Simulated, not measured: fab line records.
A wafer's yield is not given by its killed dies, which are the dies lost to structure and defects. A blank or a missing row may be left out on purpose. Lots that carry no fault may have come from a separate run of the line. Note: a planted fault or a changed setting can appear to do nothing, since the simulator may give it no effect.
What tool caused it? + flow n5-finfet + 72 wafers from 24 lots sampled at 6 of the route's 1938 steps

WHAT THE GAUGES SHOWED, per wafer
N5_BEOL_M13_RS_MEAS_54: the measuring method here is four-point-probe.
| lot  | measured     | on            | M13_RS (ohm/sq)      |
|------|--------------|---------------|----------------------|
| L074 | day 10 19:17 | film-metro-02 | 0.0445 0.0454 0.0456 |
| L076 | day 11 09:54 | film-metro-01 | 0.0444 0.0450 0.0448 |
| L075 | day 11 22:48 | film-metro-02 | 0.0450 0.0455 0.0446 |
| L077 | day 12 05:00 | film-metro-02 | 0.0459 0.0448 0.0453 |
| L078 | day 12 19:35 | film-metro-01 | 0.0450 0.0442 0.0457 |
| L079 | day 12 22:39 | film-metro-02 | 0.0443 0.0451 0.0449 |
| L080 | day 13 06:25 | film-metro-01 | 0.0443 0.0444 0.0438 |
| L083 | day 13 16:53 | film-metro-01 | 0.0436 0.0441 0.0433 |
| L081 | day 14 00:11 | film-metro-01 | 0.0454 0.0448 0.0450 |
| L082 | day 14 00:14 | film-metro-01 | 0.0441 0.0440 0.0437 |
| L084 | day 14 05:28 | film-metro-02 | 0.0436 0.0442 0.0451 |
| L085 | day 14 17:53 | film-metro-01 | 0.0456 0.0447 0.0448 |
| L086 | day 14 22:55 | film-metro-02 | 0.0450 0.0450 0.0453 |
| L089 | day 15 01:24 | film-metro-01 | 0.0448 0.0458 0.0441 |
| L087 | day 15 03:20 | film-metro-02 | 0.0457 0.0451 0.0453 |
| L088 | day 15 07:29 | film-metro-01 | 0.0442 0.0446 0.0440 |
| L090 | day 15 12:32 | film-metro-02 | 0.0451 0.0460 0.0457 |
| L092 | day 15 21:13 | film-metro-01 | 0.0455 0.0442 0.0454 |
| L093 | day 15 21:35 | film-metro-01 | 0.0447 0.0446 0.0449 |
| L091 | day 16 01:38 | film-metro-02 | 0.0444 0.0453 0.0452 |
| L095 | day 17 00:12 | film-metro-01 | 0.0461 0.0446 0.0444 |
| L094 | day 17 00:33 | film-metro-02 | 0.0449 0.0439 0.0442 |
| L097 | day 17 15:53 | film-metro-02 | 0.0451 0.0463 0.0468 |
| L096 | day 18 03:45 | film-metro-01 | 0.0454 0.0451 0.0448 |

N5_BEOL_M14_OVL_MEAS_29.
| lot  | measured     | on         | M14_OVL (nm) |
|------|--------------|------------|--------------|
| L074 | day 10 20:56 | overlay-01 | 3 -3 6       |
| L076 | day 11 11:40 | overlay-01 | 3 6 1        |
| L075 | day 12 00:39 | overlay-01 | -2 0 2       |
| L077 | day 12 06:34 | overlay-02 | 0 1 1        |
| L078 | day 12 21:17 | overlay-02 | -11 -8 -3    |
| L079 | day 13 00:18 | overlay-01 | -9 -6 -6     |
| L080 | day 13 08:13 | overlay-01 | 4 -2 8       |
| L083 | day 13 18:32 | overlay-02 | -1 1 6       |
| L081 | day 14 01:46 | overlay-01 | 6 -2 -3      |
| L082 | day 14 02:02 | overlay-01 | -3 -2 -2     |
| L084 | day 14 07:02 | overlay-01 | 6 6 12       |
| L085 | day 14 19:37 | overlay-02 | 1 -6 -6      |
| L086 | day 15 00:29 | overlay-01 | -3 -3 -2     |
| L089 | day 15 03:11 | overlay-02 | 3 -4 -3      |
| L087 | day 15 04:51 | overlay-01 | 0 7 6        |
| L088 | day 15 08:55 | overlay-02 | 2 3 1        |
| L090 | day 15 14:06 | overlay-02 | -12 -13 -18  |
| L092 | day 15 22:58 | overlay-02 | -1 -2 -10    |
| L093 | day 15 23:09 | overlay-02 | 0 -10 -2     |
| L091 | day 16 03:12 | overlay-01 | 1 8 9        |
| L095 | day 17 02:23 | overlay-02 | -3 2 -3      |
| L094 | day 17 02:32 | overlay-02 | -1 -4 -2     |
| L097 | day 17 17:19 | overlay-01 | 3 4 3        |
| L096 | day 18 05:31 | overlay-01 | 6 11 7       |

N5_BEOL_M15_CD_MEAS_10 targets a cd of 360 nm.
| lot  | measured     | on        | cd-nm (nm)        |
|------|--------------|-----------|-------------------|
| L074 | day 11 01:55 | cd-sem-02 | 361.8 362.1 359.7 |
| L076 | day 11 15:07 | cd-sem-02 | 361.1 360.9 360.6 |
| L075 | day 12 05:54 | cd-sem-02 | 359.2 359.2 359.2 |
| L077 | day 12 11:34 | cd-sem-01 | 359.6 360.6 360.0 |
| L078 | day 13 01:53 | cd-sem-02 | 360.2 361.4 359.9 |
| L079 | day 13 07:41 | cd-sem-01 | 359.1 358.5 359.0 |
| L080 | day 13 12:11 | cd-sem-02 | 360.5 361.2 360.1 |
| L083 | day 13 21:47 | cd-sem-02 | 360.5 361.2 359.4 |
| L081 | day 14 07:08 | cd-sem-03 | 360.9 360.9 361.3 |
| L082 | day 14 07:47 | cd-sem-03 | 360.7 361.4 360.2 |
| L084 | day 14 11:30 | cd-sem-02 | 360.8 360.2 359.8 |
| L085 | day 14 23:20 | cd-sem-03 | 360.4 359.5 359.3 |
| L086 | day 15 03:31 | cd-sem-03 | 360.9 359.6 360.1 |
| L089 | day 15 06:31 | cd-sem-01 | 360.4 361.5 361.0 |
| L087 | day 15 08:53 | cd-sem-02 | 360.3 359.2 360.0 |
| L088 | day 15 12:49 | cd-sem-03 | 360.7 359.2 361.1 |
| L090 | day 15 18:33 | cd-sem-03 | 359.1 359.8 359.6 |
| L092 | day 16 02:36 | cd-sem-03 | 359.2 359.7 358.9 |
| L093 | day 16 02:51 | cd-sem-01 | 360.0 360.2 359.1 |
| L091 | day 16 08:49 | cd-sem-01 | 358.0 359.5 359.8 |
| L095 | day 17 06:26 | cd-sem-03 | 358.9 358.1 357.1 |
| L094 | day 17 06:44 | cd-sem-03 | 360.1 359.0 359.1 |
| L097 | day 17 21:00 | cd-sem-02 | 360.5 358.6 357.3 |
| L096 | day 18 12:20 | cd-sem-02 | 360.1 360.2 359.9 |

WHAT TOOL EACH LOT RAN ON (gives the tool, then ch and the chambers of the sampled wafers, and finally the start)
| lot  | N5_BEOL_M13_ANNEAL_48            | N5_BEOL_M14_ETCH_59                | N5_BEOL_M14_STRIP_37               |
|------|----------------------------------|------------------------------------|------------------------------------|
| L074 | rtp-anneal-01 ch 0, day 10 18:37 | rie-diel-01 ch 0,1,2, day 10 20:03 | rie-diel-02 ch 1,2,3, day 10 22:50 |
| L076 | rtp-anneal-01 ch 0, day 11 09:13 | rie-diel-02 ch 2,3, day 11 10:47   | rie-diel-02 ch 0,3, day 11 12:47   |
| L075 | rtp-anneal-01 ch 0, day 11 22:13 | rie-diel-02 ch 1,2,3, day 11 23:55 | rie-diel-04 ch 2,3, day 12 03:08   |
| L077 | rtp-anneal-02 ch 0, day 12 04:25 | rie-diel-04 ch 1,2,3, day 12 05:42 | rie-diel-02 ch 1,2,3, day 12 08:37 |
| L078 | rtp-anneal-02 ch 0, day 12 18:52 | rie-diel-02 ch 0,1,3, day 12 20:24 | rie-diel-02 ch 1,3, day 12 22:21   |
| L079 | rtp-anneal-01 ch 0, day 12 21:59 | rie-diel-01 ch 0,2, day 12 23:32   | rie-diel-04 ch 0,1,2, day 13 05:04 |
| L080 | rtp-anneal-01 ch 0, day 13 05:44 | rie-diel-04 ch 0,1,2, day 13 07:19 | rie-diel-02 ch 0,3, day 13 09:34   |
| L083 | rtp-anneal-02 ch 0, day 13 16:11 | rie-diel-01 ch 0,1,2, day 13 17:47 | rie-diel-04 ch 0,2,3, day 13 19:29 |
| L081 | rtp-anneal-02 ch 0, day 13 23:32 | rie-diel-04 ch 0,2,3, day 14 00:52 | rie-diel-04 ch 0,2,3, day 14 04:17 |
| L082 | rtp-anneal-01 ch 0, day 13 23:34 | rie-diel-02 ch 0,1,3, day 14 01:17 | rie-diel-02 ch 1,2, day 14 05:02   |
| L084 | rtp-anneal-02 ch 0, day 14 04:47 | rie-diel-04 ch 1,2,3, day 14 06:16 | rie-diel-04 ch 0,2,3, day 14 07:49 |
| L085 | rtp-anneal-01 ch 0, day 14 17:09 | rie-diel-04 ch 0,1,3, day 14 18:43 | rie-diel-02 ch 0,1,3, day 14 20:44 |
| L086 | rtp-anneal-02 ch 0, day 14 22:20 | rie-diel-02 ch 0,3, day 14 23:43   | rie-diel-04 ch 1,2,3, day 15 01:14 |
| L089 | rtp-anneal-01 ch 0, day 15 00:46 | rie-diel-04 ch 0,1,2, day 15 02:26 | rie-diel-04 ch 0,1,2, day 15 04:10 |
| L087 | rtp-anneal-01 ch 0, day 15 02:39 | rie-diel-02 ch 2,3, day 15 04:05   | rie-diel-02 ch 0,1,3, day 15 06:25 |
| L088 | rtp-anneal-01 ch 0, day 15 06:49 | rie-diel-02 ch 2,3, day 15 08:10   | rie-diel-04 ch 1,2, day 15 10:35   |
| L090 | rtp-anneal-01 ch 0, day 15 11:50 | rie-diel-01 ch 0,1,3, day 15 13:13 | rie-diel-04 ch 0,2,3, day 15 16:12 |
| L092 | rtp-anneal-01 ch 0, day 15 20:32 | rie-diel-04 ch 0,1,3, day 15 22:04 | rie-diel-02 ch 0,1, day 16 00:10   |
| L093 | rtp-anneal-02 ch 0, day 15 20:51 | rie-diel-01 ch 0,3, day 15 22:16   | rie-diel-04 ch 0,1,2, day 16 00:20 |
| L091 | rtp-anneal-02 ch 0, day 16 00:53 | rie-diel-01 ch 1,3, day 16 02:19   | rie-diel-04 ch 0,1,3, day 16 06:02 |
| L095 | rtp-anneal-01 ch 0, day 16 23:31 | rie-diel-04 ch 0,2, day 17 01:29   | rie-diel-04 ch 2,3, day 17 04:11   |
| L094 | rtp-anneal-01 ch 0, day 16 23:44 | rie-diel-02 ch 1,2,3, day 17 01:32 | rie-diel-01 ch 1,2,3, day 17 04:21 |
| L097 | rtp-anneal-01 ch 0, day 17 15:09 | rie-diel-02 ch 0,1, day 17 16:34   | rie-diel-04 ch 0,1,2, day 17 18:11 |
| L096 | rtp-anneal-01 ch 0, day 18 03:10 | rie-diel-02 ch 0,1,3, day 18 04:40 | rie-diel-01 ch 0,2,3, day 18 08:59 |
- N5_BEOL_M13_ANNEAL_48: time 90 s.
- N5_BEOL_M14_ETCH_59: etches BARC in N2/H2, target depth 89 nm, overetch 26.7 nm, time 67.9 s.
- N5_BEOL_M14_STRIP_37: strips in O2.

WHAT THE TOOLS THEMSELVES READ (means of the sampled wafers that have a number; where no wafer has one, the mark that the record gives instead)
N5_BEOL_M13_ANNEAL_48.
| lot  | tool          | wafer_temp_C_max |
|------|---------------|------------------|
| L074 | rtp-anneal-01 | 226.1            |
| L076 | rtp-anneal-01 | 226.0            |
| L075 | rtp-anneal-01 | 226.3            |
| L077 | rtp-anneal-02 | 226.3            |
| L078 | rtp-anneal-02 | 226.9            |
| L079 | rtp-anneal-01 | 225.8            |
| L080 | rtp-anneal-01 | 226.3            |
| L083 | rtp-anneal-02 | 227.4            |
| L081 | rtp-anneal-02 | 226.8            |
| L082 | rtp-anneal-01 | 226.0            |
| L084 | rtp-anneal-02 | 226.6            |
| L085 | rtp-anneal-01 | 226.2            |
| L086 | rtp-anneal-02 | 227.0            |
| L089 | rtp-anneal-01 | 226.1            |
| L087 | rtp-anneal-01 | 225.8            |
| L088 | rtp-anneal-01 | 226.3            |
| L090 | rtp-anneal-01 | 226.1            |
| L092 | rtp-anneal-01 | 226.0            |
| L093 | rtp-anneal-02 | 226.7            |
| L091 | rtp-anneal-02 | 226.5            |
| L095 | rtp-anneal-01 | 226.3            |
| L094 | rtp-anneal-01 | 226.2            |
| L097 | rtp-anneal-01 | 225.9            |
| L096 | rtp-anneal-01 | 226.3            |

N5_BEOL_M14_ETCH_59.
| lot  | tool        | drypump-motor-current-A (A) | oes-product-au (a.u.) | rf-vpp-V (V) | showerhead-plenum-p-Torr (Torr) | throttle-valve-pct (%) |
|------|-------------|-----------------------------|-----------------------|--------------|---------------------------------|------------------------|
| L074 | rie-diel-01 | 5.8                         | 0.67                  | 527.6        | 2.66                            | 17.76                  |
| L076 | rie-diel-02 | 5.4                         | 0.61                  | 524.6        | 2.55                            | 17.82                  |
| L075 | rie-diel-02 | 5.1                         | 0.63                  | 523.8        | 2.56                            | 17.91                  |
| L077 | rie-diel-04 | 5.5                         | 0.71                  | 523.7        | 2.54                            | 17.91                  |
| L078 | rie-diel-02 | 5.1                         | 0.71                  | 525.9        | 2.59                            | 18.00                  |
| L079 | rie-diel-01 | 5.8                         | 0.71                  | 528.0        | 2.67                            | 17.66                  |
| L080 | rie-diel-04 | 5.5                         | 0.74                  | 522.4        | 2.51                            | 17.80                  |
| L083 | rie-diel-01 | 5.7                         | 0.75                  | 526.5        | 2.65                            | 17.64                  |
| L081 | rie-diel-04 | 5.6                         | 0.73                  | 523.6        | 2.54                            | 17.79                  |
| L082 | rie-diel-02 | 5.2                         | 0.69                  | 525.5        | 2.59                            | 18.03                  |
| L084 | rie-diel-04 | 5.5                         | 0.69                  | 523.4        | 2.53                            | 17.93                  |
| L085 | rie-diel-04 | 5.6                         | 0.73                  | 523.1        | 2.51                            | 17.79                  |
| L086 | rie-diel-02 | 5.5                         | 0.72                  | 525.7        | 2.61                            | 17.99                  |
| L089 | rie-diel-04 | 5.5                         | 0.72                  | 523.6        | 2.51                            | 17.84                  |
| L087 | rie-diel-02 | 5.4                         | 0.59                  | 523.7        | 2.54                            | 17.87                  |
| L088 | rie-diel-02 | 5.2                         | 0.60                  | 524.7        | 2.57                            | 17.89                  |
| L090 | rie-diel-01 | 5.6                         | 0.73                  | 525.1        | 2.57                            | 17.68                  |
| L092 | rie-diel-04 | 5.6                         | 0.71                  | 522.3        | 2.50                            | 17.81                  |
| L093 | rie-diel-01 | 5.4                         | 0.70                  | 525.2        | 2.59                            | 17.74                  |
| L091 | rie-diel-01 | 5.8                         | 0.75                  | 524.9        | 2.55                            | 17.67                  |
| L095 | rie-diel-04 | 5.7                         | 0.73                  | 522.7        | 2.50                            | 17.74                  |
| L094 | rie-diel-02 | 5.1                         | 0.61                  | 524.6        | 2.54                            | 17.99                  |
| L097 | rie-diel-02 | 5.3                         | 0.70                  | 523.8        | 2.57                            | 18.13                  |
| L096 | rie-diel-02 | 5.2                         | 0.74                  | 524.8        | 2.58                            | 17.95                  |

N5_BEOL_M14_STRIP_37.
| lot  | tool        | drypump-motor-current-A (A) | oes-product-au (a.u.) | rf-vpp-V (V) | showerhead-plenum-p-Torr (Torr) | throttle-valve-pct (%) |
|------|-------------|-----------------------------|-----------------------|--------------|---------------------------------|------------------------|
| L074 | rie-diel-02 | 5.1                         | 0.75                  | 3.2          | 2.12                            | 16.74                  |
| L076 | rie-diel-02 | 5.5                         | 0.68                  | 2.5          | 2.15                            | 16.99                  |
| L075 | rie-diel-04 | 5.5                         | 0.82                  | 2.5          | 2.12                            | 16.73                  |
| L077 | rie-diel-02 | 5.1                         | 0.73                  | 3.5          | 2.11                            | 16.75                  |
| L078 | rie-diel-02 | 5.0                         | 0.72                  | 3.2          | 2.13                            | 16.77                  |
| L079 | rie-diel-04 | 5.5                         | 0.88                  | 4.0          | 2.07                            | 16.62                  |
| L080 | rie-diel-02 | 5.3                         | 0.79                  | 3.7          | 2.15                            | 16.71                  |
| L083 | rie-diel-04 | 5.6                         | 0.87                  | 3.7          | 2.10                            | 16.66                  |
| L081 | rie-diel-04 | 5.6                         | 0.85                  | 3.4          | 2.10                            | 16.67                  |
| L082 | rie-diel-02 | 5.2                         | 0.72                  | 3.1          | 2.09                            | 16.80                  |
| L084 | rie-diel-04 | 5.6                         | 0.86                  | 3.3          | 2.10                            | 16.66                  |
| L085 | rie-diel-02 | 5.1                         | 0.79                  | 3.6          | 2.13                            | 16.82                  |
| L086 | rie-diel-04 | 5.5                         | 0.80                  | 4.0          | 2.09                            | 16.72                  |
| L089 | rie-diel-04 | 5.5                         | 0.85                  | 3.7          | 2.07                            | 16.62                  |
| L087 | rie-diel-02 | 5.2                         | 0.79                  | 3.0          | 2.13                            | 16.82                  |
| L088 | rie-diel-04 | 5.4                         | 0.81                  | 4.4          | 2.09                            | 16.76                  |
| L090 | rie-diel-04 | 5.6                         | 0.83                  | 2.8          | 2.09                            | 16.68                  |
| L092 | rie-diel-02 | 5.0                         | 0.80                  | 3.5          | 2.11                            | 16.93                  |
| L093 | rie-diel-04 | 5.5                         | 0.84                  | 3.4          | 2.06                            | 16.65                  |
| L091 | rie-diel-04 | 5.6                         | 0.82                  | 3.7          | 2.06                            | 16.65                  |
| L095 | rie-diel-04 | 5.5                         | 0.77                  | 3.1          | 2.11                            | 16.80                  |
| L094 | rie-diel-01 | 5.9                         | 0.82                  | 3.8          | 2.12                            | 16.54                  |
| L097 | rie-diel-04 | 5.5                         | 0.82                  | 3.3          | 2.06                            | 16.70                  |
| L096 | rie-diel-01 | 5.7                         | 0.78                  | 4.3          | 2.13                            | 16.61                  |

THE ANSWER, worked out from the rows above alone
Rule: the usual values come from the lots themselves. Put in order of their means at a reading, lots are off if they are a third of the lots or fewer, leave a main group of 4 or more, and stand apart from it by a gap of 3 or more times the standard deviation of the main group's means; of several such gaps the widest counts. If all means in a main group match to the digits the tables above print for the reading, that group is not used. A lot without any number at a reading at which 4 lots or more have one is off too. Any other lot the step has rows for is counted as sound. After the gauges, taken in route order, come the tools' own readings; for these a lot's mean is taken, as printed above. At the first step where some lot is off, the reading lying furthest off is the one used; lots without a number count as furthest.
None of the lots is off at any reading shown; this tells nothing.

WHAT THE SIMULATOR HAD INSERTED
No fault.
